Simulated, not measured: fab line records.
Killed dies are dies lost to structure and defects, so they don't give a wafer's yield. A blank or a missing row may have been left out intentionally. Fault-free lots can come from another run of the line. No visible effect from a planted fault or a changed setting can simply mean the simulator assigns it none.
Struck lot and sound lot, side by side / flow n5_finfet / 33 out of 1938 route steps
Sound: the wafers L901.1, L901.2, L901.5. Wafers L894.2, L894.4, L894.5 were the ones struck. At the end, the cause is stated.
Order at every step that has rows: each side's tool, ch and its chambers, its first start. Under that, the readings that differ: sound wafers / struck wafers / difference of the means / sigmas: that difference in standard deviations of wafers without a fault.
alike: words and numbers the same on both sides, and readings whose means are apart by under 2 such deviations; not compared: readings that were withheld, readings missing a value for some wafer, numbers with overlapping values and no deviation given by the record, and bounds like >300 which may hide the same value.
The two part at a step that has a row with sigmas, a row that says differs or no value, or rows on one side only. Numbers that don't overlap but have no deviation are shown without sigmas and don't part them. A reading that every wafer of one side lacks parts them only if that side has two wafers or more.

first, 1 step without rows for these wafers: N5_BEOL_M6_ECD_50 (material Cu, target thk 300 nm).
N5_BEOL_M6_ANNEAL_51: time 90 s.
  sound on rtp_anneal-02 ch 0, day 13 22:58; struck on rtp_anneal-02 ch 0, day 12 04:31
  alike: wafer_temp_C_max
N5_BEOL_M6_CMP_52: polishes, stops on SiCOH lowk, t overpolish 6.9 s, target thk 80 nm.
  sound on cmp-04 ch 0,2, day 13 23:16; struck on cmp-04 ch 1,3, day 12 04:46
  alike: barrier_field_endpoint_s, motor_current_A, overpolish_run_s, time_to_endpoint_s
N5_BEOL_M6_THK_MEAS_53: measures by xrf.
  sound on film_metro-02, day 13 23:33; struck on film_metro-01, day 12 05:04
  alike: M6_THK
then, 2 steps without rows for these wafers: N5_BEOL_M6_PRE_CLEAN_55 (time 15 s); N5_BEOL_M6_DEP_56 (deposits SiCN from 3MS/NH3, target thk 10 nm, time 17.5 s).
N5_BEOL_M6_RS_MEAS_57: measurement is done with a four-point probe.
  sound on film_metro-01, day 13 23:41; struck on film_metro-02, day 12 05:11
  alike: M6_RS
N5_BEOL_M6_INSPECT_58: inspects for defects (darkfield).
  sound on defect_inspect-01, day 13 23:43; struck on defect_inspect-02, day 12 05:13
  alike: raw_defect_count
N5_BEOL_M7_ILD_DEP_00: deposits SiCOH lowk from DEMS/porogen, target thk 179.75 nm, time 33.4 s.
  sound on pecvd-02 ch 1,2, day 13 23:45; struck on pecvd-04 ch 0,1,2, day 12 05:15
  alike: chamber_pressure_Torr, heater_power_outer_w, heater_power_w, showerhead_plenum_p_Torr, throttle_valve_pct
N5_BEOL_M7_CURE_74: cures SiCOH lowk, time 240 s.
  sound on uv_cure-01 ch 1, day 13 23:49; struck on uv_cure-01 ch 1, day 12 05:38
  alike: lamp_power_pct, wafer_temp_C_max
N5_BEOL_M7_THK_MEAS_01:
  sound on film_metro-02, day 14 00:49; struck on film_metro-01, day 12 06:04
  alike: M7_ILD_THK
then, 1 step without rows for these wafers: N5_BEOL_M7_PECVD_70 (deposits SiO2 from TEOS/O2, target thk 20 nm, time 22.7 s).
N5_BEOL_M7_HM_DEP_02: deposits TiN, target thk 20 nm.
  sound on pvd_sputter-03, day 14 02:05; struck on pvd_sputter-01, day 12 06:57
  no value came back on the struck wafers for chamber_pressure_pa (Pa), substrate_temp_c (C), throttle_valve_pct (%); on the sound wafers chamber_pressure_pa (Pa) reads 0.5010 0.4981 0.4999
then, 8 steps without rows for these wafers: N5_BEOL_M7_COAT_59 (time 60 s, resist thk 100 nm); N5_BEOL_M7_COAT_60 (time 60 s, resist thk 35 nm); N5_BEOL_M7_COAT_05 (resist thk 90 nm); N5_BEOL_M7_EBR_07; N5_BEOL_M7_SOFTBAKE_06 (time 60 s); N5_BEOL_M7_EXPOSE_08 (exposes mask M7); N5_BEOL_M7_PEB_09 (peb time 60 s); N5_BEOL_M7_DEVELOP_10 (develop time 30 s).
N5_BEOL_M7_CD_MEAS_11 targets a cd of 38.5 nm.
  sound on cd_sem-03 ch 0, day 14 02:35; struck on cd_sem-02 ch 0, day 12 07:20
  alike: cd_nm
N5_BEOL_M7_OVL_MEAS_12:
  sound on overlay-01 ch 0, day 14 02:37; struck on overlay-02 ch 0, day 12 07:21
  alike: M7_OVL
N5_BEOL_M7_INSPECT_13: inspects for defects (brightfield).
  sound on defect_inspect-02, day 14 02:38; struck on defect_inspect-02, day 12 07:23
  alike: raw_defect_count
then, 1 step without rows for these wafers: N5_BEOL_M7_DESCUM_16 (chemistry O2, time 7.9 s).
N5_BEOL_M7_ETCH_61: etches SiARC in CF4, target depth 45.5 nm, time 75.8 s.
  sound on rie_diel-05 ch 0,1,2, day 14 02:45; struck on rie_diel-05 ch 0,1,2, day 12 07:31
  alike: drypump_motor_current_A, etch_rf_on_time_s, oes_product_au, rf_vpp_V, showerhead_plenum_p_Torr, throttle_valve_pct
  not compared: rf_hours_counter_h
then, 3 steps without rows for these wafers: N5_BEOL_M7_ETCH_62 (etches SOC in N2/H2, target depth 110 nm, overetch 22 nm, time 165 s); N5_BEOL_M7_STRIP_68 (strips in N2/H2); N5_BEOL_M7_STRIP_67 (strips in CF4).
N5_BEOL_M7_HM_OPEN_17: chemistry Cl2/BCl3, target TiN, target depth 20 nm, overetch 6 nm.
  sound on rie_metal-02 ch 1, day 14 03:00; struck on rie_metal-02 ch 0,1, day 12 07:45
reading=oes_product_au (a.u.); sound=0.79 0.78 0.78; struck=0.37 0.24 0.37; difference=-0.46; sigmas=-4
reading=throttle_valve_pct (%); sound=22.27 22.28 22.28; struck=22.91 23.04 22.93; difference=+0.68; sigmas=+4
reading=model.etch.depth_nm (nm); sound=20.22 19.93 19.79; struck=0 0 0; difference=-20; sigmas=
  alike: drypump_motor_current_A
  not compared: rf_hours_counter_h
then, 1 step without rows for these wafers: N5_BEOL_M7_STRIP_19 (strips in O2).
N5_BEOL_M7_CD_MEAS_18: pitch 80 nm, target cd 40 nm.
  sound on cd_sem-03, day 14 03:16; struck on cd_sem-01, day 12 07:56
reading=cd_nm (nm); sound=39.1 40.2 40.3; struck=- - -; difference=no value on the struck wafers; sigmas=
then, 1 step without rows for these wafers: N5_BEOL_M7_COAT_63 (time 60 s, resist thk 60 nm).

== WHERE THEY PART ==
Earliest at N5_BEOL_M7_HM_DEP_02; latest, in this record, at N5_BEOL_M7_CD_MEAS_18.

WHY: whatever the simulator had introduced
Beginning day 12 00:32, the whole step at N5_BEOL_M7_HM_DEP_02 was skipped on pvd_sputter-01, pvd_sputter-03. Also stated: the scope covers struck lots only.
